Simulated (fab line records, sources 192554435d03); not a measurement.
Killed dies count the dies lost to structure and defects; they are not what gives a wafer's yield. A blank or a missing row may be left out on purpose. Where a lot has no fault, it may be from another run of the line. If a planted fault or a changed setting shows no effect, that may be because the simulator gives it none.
Lot-split experiment | flow n5Finfet | on a route of 1938 steps: 7 lots, 21 wafers read

== ABOUT THE SPLIT ==
At N5_MOL_CONTACT_COAG_ETCHBACK_135 (etches SiO2 in CHF3, target depth 25 nm, time 16.7 s), the setting timeS was moved away from the recipe's 16.7 s on 8 of the 21 wafers read, by -21.4% to +7.3%. The other wafers ran this setting at the recipe's value.

Reading taken at the split's own step.

== THE READING ==
SOC_of_MOL_CONTACT_COAG_COAT_75.thkNm (the simulator's own value, which no gauge read), in nm, at N5_MOL_CONTACT_COAG_ETCHBACK_135 (etches SiO2 in CHF3, target depth 25 nm, time 16.7 s). No usual value for it is given in the file. Here, 13 wafers ran the recipe; their average is 57.4 nm with a standard deviation of 0.19 nm.

wafer  | tool, chamber at the split | timeS as run, s | against the recipe | SOC_of_MOL_CONTACT_COAG_COAT_75.thkNm, nm | against lot-mates on the recipe
L077.1 | rieDiel-01, 3              | 15.75           | -5.7%              | 57.4                                      | +0.4
L077.2 | rieDiel-01, 2              | 16.7            | recipe             | 57                                        | -
L077.4 | rieDiel-01, 0              | 15.75           | -5.7%              | 57.2                                      | +0.2
L079.2 | rieDiel-02, 2,3,3          | 16.7            | recipe             | 57.4                                      | -
L079.4 | rieDiel-02, 2,3,3          | 16.7            | recipe             | 57.4                                      | -
L079.6 | rieDiel-02, 2,3,3          | 16.7            | recipe             | 57.4                                      | -
L081.2 | rieDiel-05, 2,1,2          | 16.7            | recipe             | 57.6                                      | -
L081.4 | rieDiel-05, 2,1,2          | 16.7            | recipe             | 57.6                                      | -
L081.5 | rieDiel-05, 2,1,2          | 16.7            | recipe             | 57.6                                      | -
L083.2 | rieDiel-05, 2              | 13.12           | -21.4%             | 57.8                                      | +0.6
L083.5 | rieDiel-05, 3              | 16.7            | recipe             | 57.2                                      | -
L083.6 | rieDiel-05, 2              | 13.12           | -21.4%             | 58                                        | +0.8
L090.1 | rieDiel-01, 1,2            | 16.7            | recipe             | 57.2                                      | -
L090.3 | rieDiel-01, 1,2            | 16.7            | recipe             | 57.2                                      | -
L090.4 | rieDiel-01, 0              | 16.7            | recipe             | 57.4                                      | -
L091.2 | rieDiel-05, 2,3            | 17.92           | +7.3%              | 57.2                                      | +0.0
L091.6 | rieDiel-05, 2,3            | 17.92           | +7.3%              | 57.2                                      | +0.0
L091.4 | rieDiel-05, 2              | 16.7            | recipe             | 57.2                                      | -
L092.1 | rieDiel-02, 1,0            | 14.49           | -13.2%             | 57.8                                      | +0.2
L092.5 | rieDiel-02, 1,0            | 14.49           | -13.2%             | 57.8                                      | +0.2
L092.6 | rieDiel-02, 1              | 16.7            | recipe             | 57.6                                      | -
If several chambers appear in one row, that row covers several wafers at once and the file leaves open which wafer was in which chamber.

THE FIT
A straight line over all 21 wafers: SOC_of_MOL_CONTACT_COAG_COAT_75.thkNm changes by -0.0254 nm for each +1% of timeS; r = -0.75; the points scatter about the line by 0.18 nm.
The same after taking each lot's own level away (the mean of its wafers on the recipe; 21 wafers): -0.0253 nm for each +1%; r = -0.87; scatter 0.11 nm.
That fit puts the effect of the largest move of timeS on the reading at 0.54 nm.
Measured against the standard deviation above, the lots' own levels, which go from 57.00 to 57.60 nm, span 3.2 times it.
So the lot-to-lot level blurs the effect unless lot-mates are compared.
Check: +0.566 nm against its lot-mates is what the line predicts for one of the wafers moved furthest among these (-21.4%) when that wafer is left out of the fit. Against them it came out at +0.6 nm.

== THESE WAFERS: OTHER SPLITS ==
These wafers also went through other splits before the reading. Each is held against what the fit with the lots' levels taken away leaves over:
other split on the same wafers          | wafers away from the commonest value | r with SOC_of_MOL_CONTACT_COAG_COAT_75.thkNm (lot level and that fit taken away)
N5_SD_EPI_N_EPI_21 tempC                | 6                                    | -0.32
N5_ILD0_CMP_12 downForcePsi             | 5                                    | +0.33
N5_HKMG_FIN_ETCH_54 sourceW             | 5                                    | -0.31
N5_GATE_CUT_ETCH_58 timeS               | 8                                    | -0.05
N5_MOL_CONTACT_COAG_CMP_23 downForcePsi | 5                                    | -0.09
N5_MOL_CONTACT_COAG_ALD_131 aldCycles   | 5                                    | +0.35

== FILE'S OWN FIT ==
SOC_of_MOL_CONTACT_COAG_COAT_75.thkNm changes by -0.0269 nm for each +1% of timeS, r = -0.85.
